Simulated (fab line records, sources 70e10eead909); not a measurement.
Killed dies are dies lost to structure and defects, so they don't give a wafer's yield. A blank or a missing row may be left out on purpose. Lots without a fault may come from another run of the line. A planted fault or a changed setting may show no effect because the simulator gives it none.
fab line records | flow nand_harc
record lots=14 wafers=42 last_day=34
route steps=1302 shown P_GATE@175 P_CONTACT@230
lots that met no fault: from a run of the same line without faults
start_h: hours from the record's first day to the start of the lot's first wafer shown | wait_h: hours since the lot's step before | " the same as in the row above | L1.1+2: a row that stands for several wafers | - no value, or no start given | * or withheld: withheld | < > ~ a bound
route shown NAME@n: a module of which the file shows steps, and the number in the route of the first | usual: mean/standard deviation of fault-free wafers | same: alike in all rows | chamber/n: place in a boat | sites: the reading at each site | _std_site: their standard deviation | _edge_site: outer sites' mean less inner sites' | radius_mm: how far each site lies from the wafer's centre | mask NAME#n: copy n | behind: the tool/chamber that last shaped the wafer | hold: why the lot was held/for how many hours/how that ended | device: the transistor (n, p or np) that didn't switch | end of line: the same wafers' tests at the end of the route | a step without rows: its recipe alone | killed: dies lost to structure and defects at the first sort, not the wafer's yield | map: a wafer's dies, x killed, . not, _ none there
set.NAME: the setting as run; set.NAME@STEP: as run at that earlier step | model.NAME: the simulator's own value behind a step, which no gauge read
steps of the route over a sample of lots; a table a step, a row a wafer
services: from which hour (start_h, from the record's first day; less than 0 if before it) a tool's chamber was out of use, for how many hours, and why
## steps
# step NHARC_P_GATE_STRIP_75
# recipe power_w=1500 temp_c=250 chemistry=O2
# usual drypump_motor_current_A=5.59/0.18 heater_power_w=354/32 rf_refl_power_W=26/8.6
# columns lot.wafer tool chamber start_h wait_h drypump_motor_current_A heater_power_w rf_hours_counter_h rf_refl_power_W
L171.1 plasma_asher-02 0 114.12 0.3 5.72 298 7 14
L171.2 " 1 " " 5.80 349 7 38
L171.4 " 1 " " 5.75 351 - 37
L172.4 plasma_asher-01 1 119.50 0.2 5.28 393 - 29
L172.6 " 1 " " 5.27 382 - 29
L172.5 " 0 " " 5.65 364 - 26
L173.4 plasma_asher-01 0 128.84 0.2 5.60 360 - 26
L173.3 " 1 " " 5.29 402 - 29
L173.5 " 0 " " 5.61 364 - 26
L174.1 plasma_asher-02 0 144.24 0.2 5.67 306 12 14
L174.3 " 0 " " 5.70 300 - 13
L174.5 " 0 " " 5.72 307 - 14
L175.3 plasma_asher-02 0 156.51 0.2 5.69 316 - 14
L175.6 " 0 " " 5.67 314 - 14
L175.5 " 1 " " 5.76 349 - 38
L177.4 plasma_asher-02 0 177.87 0.2 5.72 297 - 14
L177.5 " 0 " " 5.72 309 - 13
L177.6 " 1 " " 5.79 352 - 37
L178.2 plasma_asher-01 0 185.07 0.2 5.62 340 2 25
L178.1 " 1 " " 5.28 395 2 29
L178.4 " 0 " " 5.59 347 - 26
L183.1 plasma_asher-02 1 229.30 0.3 5.81 360 30 38
L183.2 " 0 " " 5.71 309 30 13
L183.6 " 1 " " 5.77 348 - 37
L185.2 plasma_asher-01 0 252.07 0.2 5.61 348 14 26
L185.6 " 1 " " 5.31 402 - 28
L185.5 " 0 " " 5.60 335 - 26
L188.1 plasma_asher-01 0 280.77 0.3 5.63 335 22 26
L188.2 " 1 " " 5.28 402 22 29
L188.4 " 0 " " 5.60 348 - 27
L190.4 plasma_asher-02 1 297.57 0.2 5.74 363 - 38
L190.6 " 1 " " 5.74 366 - 38
L190.5 " 0 " " 5.68 323 - 13
L191.3 plasma_asher-01 1 308.51 0.2 5.29 399 - 29
L191.6 " 1 " " 5.30 388 - 28
L191.5 " 0 " " 5.61 341 - 26
L193.1 plasma_asher-02 0 323.40 0.3 5.71 318 12 14
L193.2 " 1 " " 5.75 369 12 38
L193.6 " 0 " " 5.71 328 - 13
L192.1 plasma_asher-01 0 324.71 0.3 5.62 346 31 26
L192.2 " 1 " " 5.27 396 31 28
L192.6 " 0 " " 5.62 345 - 26
# step NHARC_P_GATE_STRIP_113
# recipe power_w=1500 temp_c=110 time_s=740 chemistry=N2/H2
# usual drypump_motor_current_A=5.57/0.19 heater_power_w=95/8.4 rf_refl_power_W=27/7.8
# same time_s=740
# columns lot.wafer tool chamber start_h wait_h drypump_motor_current_A heater_power_w rf_hours_counter_h rf_refl_power_W
L171.2 plasma_asher-01 0 117.05 0.2 5.63 96 26 26
L171.1 " 1 " " 5.30 107 26 30
L171.4 " 1 " " 5.29 105 - 29
L172.4 plasma_asher-01 0 122.75 0.5 5.60 95 - 26
L172.5 " 1 " " 5.29 104 - 29
L172.6 " 0 " " 5.60 95 - 26
L173.3 plasma_asher-01 0 132.10 0.4 5.61 96 - 26
L173.4 " 1 " " 5.29 108 - 28
L173.5 " 1 " " 5.30 108 - 28
L174.1 plasma_asher-02 1 147.43 0.3 5.76 97 13 38
L174.3 " 1 " " 5.75 96 - 38
L174.5 " 1 " " 5.77 93 - 37
L175.3 plasma_asher-01 0 160.04 0.5 5.61 96 - 26
L175.5 " 1 " " 5.28 104 - 30
L175.6 " 0 " " 5.60 95 - 26
L177.4 plasma_asher-01 1 181.26 0.3 5.28 107 - 29
L177.5 " 1 " " 5.27 107 - 30
L177.6 " 0 " " 5.61 94 - 26
L178.1 plasma_asher-02 0 188.41 0.2 5.68 81 20 14
L178.2 " 1 " " 5.80 93 20 38
L178.4 " 0 " " 5.72 82 - 14
L183.1 plasma_asher-02 1 232.56 0.3 5.78 94 32 38
L183.2 " 0 " " 5.69 81 32 14
L183.6 " 0 " " 5.71 83 - 14
L185.2 plasma_asher-01 1 255.58 0.5 5.30 108 16 29
L185.6 " 0 " " 5.61 95 - 26
L185.5 " 1 " " 5.29 108 - 29
L188.1 plasma_asher-01 0 283.99 0.2 5.59 90 22 26
L188.2 " 1 " " 5.31 107 22 29
L188.4 " 0 " " 5.61 95 - 25
L190.4 plasma_asher-02 0 301.24 0.5 5.70 84 - 14
L190.6 " 1 " " 5.76 99 - 38
L190.5 " 0 " " 5.74 85 - 14
L191.3 plasma_asher-01 1 311.76 0.5 5.29 107 - 29
L191.5 " 0 " " 5.63 95 - 27
L191.6 " 1 " " 5.28 104 - 29
L193.2 plasma_asher-02 0 327.08 0.2 5.71 86 14 14
L193.1 " 1 " " 5.76 99 14 38
L193.6 " 1 " " 5.72 98 - 38
L192.1 plasma_asher-01 0 327.90 0.2 5.61 92 31 26
L192.2 " 1 " " 5.31 106 31 29
L192.6 " 1 " " 5.32 106 - 29
# step NHARC_P_CONTACT_PEB_10
# recipe peb_temp_c=100 peb_time_s=65
# columns lot.wafer tool chamber start_h wait_h
L171.1+2+4 litho_track-01 0 121.12 0.1
L172.4+5+6 litho_track-01 0 126.66 0.0
L173.3+4+5 litho_track-04 0 136.49 0.0
L174.1+3+5 litho_track-06 0 151.37 0.1
L175.3+5+6 litho_track-04 0 163.75 0.0
L177.4+5+6 litho_track-01 0 185.18 0.0
L178.1+2+4 litho_track-01 0 192.47 0.1
L183.1+2+6 litho_track-01 0 236.61 0.1
L185.2+5+6 litho_track-01 0 259.63 0.1
L188.1+2+4 litho_track-06 0 288.56 0.1
L190.4+5+6 litho_track-04 0 304.97 0.0
L191.3+5+6 litho_track-04 0 315.34 0.0
L193.1+2+6 litho_track-04 0 331.14 0.1
L192.1+2+6 litho_track-04 0 331.96 0.1
# step NHARC_P_CONTACT_CD_MEAS_12
# recipe target_cd_nm=90 landing_energy_ev=500
# usual cd_nm=90.2/0.58
# columns lot.wafer tool chamber start_h wait_h cd_nm
L171.1 cd_sem-03 0 121.20 - 89.5
L171.2 " 0 " " 89.9
L171.4 " 0 " " 90.5
L172.4 cd_sem-02 0 126.74 - 89.7
L172.5 " 0 " " 90.2
L172.6 " 0 " " 89.7
L173.3 cd_sem-01 0 136.57 - 90.0
L173.4 " 0 " " 90.1
L173.5 " 0 " " 90.0
L174.1 cd_sem-01 0 151.46 - 90.0
L174.3 " 0 " " 90.5
L174.5 " 0 " " 90.7
L175.3 cd_sem-02 0 163.83 - 90.1
L175.5 " 0 " " 90.9
L175.6 " 0 " " 89.8
L177.4 cd_sem-03 0 185.27 - 90.3
L177.5 " 0 " " 90.5
L177.6 " 0 " " 90.7
L178.1 cd_sem-02 0 192.55 - 89.8
L178.2 " 0 " " 89.9
L178.4 " 0 " " 89.8
L183.1 cd_sem-03 0 236.69 - 99.2
L183.2 " 0 " " 98.7
L183.6 " 0 " " 98.0
L185.2 cd_sem-03 0 259.71 - 99.4
L185.5 " 0 " " 99.6
L185.6 " 0 " " 99.2
L188.1 cd_sem-02 0 288.63 - 90.1
L188.2 " 0 " " 90.7
L188.4 " 0 " " 90.5
L190.4 cd_sem-03 0 305.06 - 90.2
L190.5 " 0 " " 91.2
L190.6 " 0 " " 90.6
L191.3 cd_sem-01 0 315.42 - 90.6
L191.5 " 0 " " 89.1
L191.6 " 0 " " 90.7
L193.1 cd_sem-02 0 331.22 - 90.2
L193.2 " 0 " " 90.6
L193.6 " 0 " " 90.6
L192.1 cd_sem-02 0 332.04 - 89.4
L192.2 " 0 " " 91.2
L192.6 " 0 " " 90.1
# step NHARC_P_CONTACT_DESCUM_17
# recipe time_s=3 o2_flow_sccm=200 ar_flow_sccm=0 bias_power_w=0 chemistry=O2
# usual drypump_motor_current_A=5.8/0.44 o2_flow_sccm=199.9/0.55 oes_product_au=0.999/0.0092 rf_vpp_V=57.6/0.93 showerhead_plenum_p_Torr=1.86/0.066 throttle_valve_pct=11.311/0.0088
# same time_s=3
# columns lot.wafer tool chamber start_h wait_h drypump_motor_current_A o2_flow_sccm oes_product_au rf_hours_counter_h rf_vpp_V showerhead_plenum_p_Torr throttle_valve_pct
L171.1 rie_diel-09 0 121.38 0.1 6.5 199.2 1.013 9.6 58.9 1.86 11.293
L171.2 " 1 " " 6.1 200.6 1.002 6.8 58.7 1.94 11.313
L171.4 " 3 " " 5.4 200.5 1.008 9.6 57.3 1.90 11.318
L172.4 rie_diel-05 3 126.92 0.1 5.0 200.4 0.991 1.1 58.8 2.01 11.330
L172.6 " 3 " " 5.0 200.0 0.997 - 58.5 2.01 11.312
L172.5 " 0 " " 6.3 200.0 1.001 - 57.3 1.79 11.300
L173.4 rie_diel-09 3 136.75 0.1 5.4 199.1 1.012 10.6 59.0 1.90 11.322
L173.3 " 1 " " 6.1 200.5 1.002 7.6 56.4 1.94 11.310
L173.5 " 3 " " 5.5 199.2 1.008 - 56.8 1.90 11.317
L174.1 rie_diel-02 0 151.64 0.1 5.6 199.0 0.985 3.3 56.5 1.83 11.322
L174.3 " 1 " " 5.7 199.4 0.996 3.1 58.3 1.82 11.311
L174.5 " 0 " " 5.6 200.1 0.979 - 59.2 1.83 11.295
L175.3 rie_diel-02 2 164.03 0.1 6.3 199.6 0.994 3.7 58.0 1.79 11.301
L175.5 " 0 " " 5.6 200.6 0.982 - 58.2 1.83 11.315
L175.6 " 1 " " 5.7 200.8 1.007 - 57.2 1.82 11.313
L177.4 rie_diel-02 3 185.44 0.1 5.3 199.6 0.999 4.6 56.2 1.89 11.302
L177.6 " 3 " " 5.3 199.8 0.995 - 57.8 1.89 11.321
L177.5 " 0 " " 5.6 201.0 0.990 - 57.0 1.83 11.311
L178.1 rie_diel-02 3 192.74 0.1 5.3 200.0 0.988 5.0 59.1 1.89 11.298
L178.4 " 0 " " 5.6 199.5 0.990 5.0 58.4 1.83 11.304
L178.2 " 2 " " 6.3 200.2 0.991 4.6 56.3 1.79 11.322
L183.2 rie_diel-02 0 236.88 0.1 5.6 200.1 0.997 0.5 57.0 1.83 11.309
L183.1 " 1 " " 5.7 199.6 1.004 0.5 57.9 1.82 11.310
L183.6 " 3 " " 5.3 199.7 0.989 - 57.9 1.89 11.300
L185.2 rie_diel-02 1 259.90 0.1 5.7 199.6 0.997 1.2 58.5 1.82 11.322
L185.5 " 0 " " 5.6 200.6 1.007 - 57.7 1.83 11.318
L185.6 " 1 " " 5.7 199.7 0.999 - 57.6 1.82 11.314
L188.1 rie_diel-02 0 288.82 0.1 5.6 199.6 0.999 2.4 56.0 1.82 11.307
L188.2 " 1 " " 5.7 199.8 1.002 2.2 57.0 1.82 11.313
L188.4 " 2 " " 6.3 200.2 1.024 2.2 57.2 1.79 11.308
L190.4 rie_diel-05 1 305.24 0.1 5.5 199.5 1.011 1.6 56.1 1.78 11.308
L190.6 " 1 " " 5.6 200.0 1.007 - 56.6 1.78 11.297
L190.5 " 2 " " 5.9 200.1 1.011 - 57.8 1.94 11.307
L191.3 rie_diel-02 3 315.63 0.1 5.3 199.9 0.982 3.5 58.6 1.89 11.329
L191.5 " 0 " " 5.6 199.9 1.002 - 57.4 1.83 11.301
L191.6 " 1 " " 5.7 200.0 0.987 - 57.4 1.82 11.320
L193.2 rie_diel-02 1 331.42 0.1 5.7 199.8 0.992 3.9 58.3 1.82 11.317
L193.1 " 2 " " 6.4 199.6 1.009 3.9 56.7 1.79 11.314
L193.6 " 0 " " 5.6 200.9 0.987 - 57.4 1.82 11.308
L192.2 rie_diel-09 1 332.23 0.1 6.1 199.5 1.014 0.0 58.4 1.94 11.314
L192.1 " 0 " " 6.5 200.2 1.015 0.0 58.0 1.86 11.306
L192.6 " 1 " " 6.1 199.2 1.012 - 56.8 1.94 11.292
# step NHARC_P_CONTACT_CD_MEAS_19
# usual cd_nm=89.6/1.6
# columns lot.wafer tool chamber start_h wait_h cd_nm
L171.1 cd_sem-01 - 122.62 - 88.2
L171.2 " - " " 89.9
L171.4 " - " " 89.2
L172.4 cd_sem-01 - 127.80 - 88.9
L172.5 " - " " 91.0
L172.6 " - " " 89.1
L173.3 cd_sem-02 - 137.63 - 91.1
L173.4 " - " " 92.3
L173.5 " - " " 91.9
L174.1 cd_sem-03 - 152.51 - 86.9
L174.3 " - " " 90.0
L174.5 " - " " 89.5
L175.3 cd_sem-01 - 164.89 - 91.3
L175.5 " - " " 90.9
L175.6 " - " " 91.6
L177.4 cd_sem-03 - 186.32 - 90.9
L177.5 " - " " 88.1
L177.6 " - " " 91.0
L178.1 cd_sem-01 - 193.61 - 86.4
L178.2 " - " " 86.9
L178.4 " - " " 90.4
L183.1 cd_sem-03 - 237.74 - 101.9
L183.2 " - " " 96.4
L183.6 " - " " 96.4
L185.2 cd_sem-02 - 260.77 - 98.2
L185.5 " - " " 97.6
L185.6 " - " " 98.0
L188.1 cd_sem-03 - 289.71 - 89.5
L188.2 " - " " 90.4
L188.4 " - " " 88.8
L190.4 cd_sem-01 - 306.12 - 89.9
L190.5 " - " " 90.5
L190.6 " - " " 89.4
L191.3 cd_sem-01 - 316.48 - 91.9
L191.5 " - " " 87.5
L191.6 " - " " 92.2
L193.1 cd_sem-01 - 332.28 - 89.0
L193.2 " - " " 91.4
L193.6 " - " " 90.2
L192.1 cd_sem-02 - 333.10 - 88.9
L192.2 " - " " 89.9
L192.6 " - " " 92.3
## services
# columns tool chamber start_h hours kind
rie_diel-05 - 116.17 0.5 repair
rie_diel-02 - 132.26 4.9 repair
rie_diel-09 2 134.31 1.2 repair
plasma_asher-02 - 137.42 0.9 repair
rie_diel-09 - 143.10 9.0 pm
rie_diel-05 2 152.22 7.3 repair
litho_track-01 - 155.00 7.0 pm
plasma_asher-02 - 163.99 0.9 repair
plasma_asher-01 - 165.46 9.0 pm
rie_diel-02 0 171.23 6.1 repair
plasma_asher-02 - 172.25 0.9 repair
rie_diel-09 0 176.02 18.0 repair
litho_track-06 - 179.00 7.0 pm
plasma_asher-02 - 182.91 4.3 repair
litho_track-04 - 203.00 7.0 pm
rie_diel-02 - 216.70 9.0 pm
plasma_asher-01 - 226.47 6.6 repair
rie_diel-05 - 229.60 9.0 pm
plasma_asher-02 - 249.17 9.0 pm
rie_diel-05 2 252.54 4.1 repair
plasma_asher-02 - 263.34 0.9 repair
rie_diel-09 3 302.88 4.0 repair
rie_diel-09 - 320.10 9.0 pm
litho_track-01 - 330.00 7.0 pm
## key
first_sign step=NHARC_P_CONTACT_CD_MEAS_12 reading=cd_nm direction=up sigmas=15 usual=90.2 struck=99.0
effect step=NHARC_P_CONTACT_CD_MEAS_19 reading=cd_nm direction=up sigmas=5.3 usual=89.6 struck=98.1
met_at NHARC_P_CONTACT_PEB_10
struck_lots L183,L185
sort_left_out L183.1,L183.2,L183.6,L185.2,L185.5,L185.6
tester_left_out L183,L185
not_acting_at NHARC_P_GATE_STRIP_75,NHARC_P_GATE_STRIP_113,NHARC_P_CONTACT_DESCUM_17
onset_between 192.47 236.61
fault kind=process_parameter_drift tool=litho_track-01 chamber=- onset_h=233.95 steps=NHARC_P_CONTACT_PEB_10 channel=peb_time_s offset=* shape=step end_h=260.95 acts_in=* stated=*
# tester_left_out: of these lots the tester's yield and bins aren't shown, on N5 and GAA mostly nor the transistor test; their killed dies are dies lost to structure and defects alone, not to doping, threshold or leakage, so they don't give the yield
# sort_left_out: the simulated sort isn't trusted on such a fault, so these wafers' sort isn't shown, and their yield isn't known
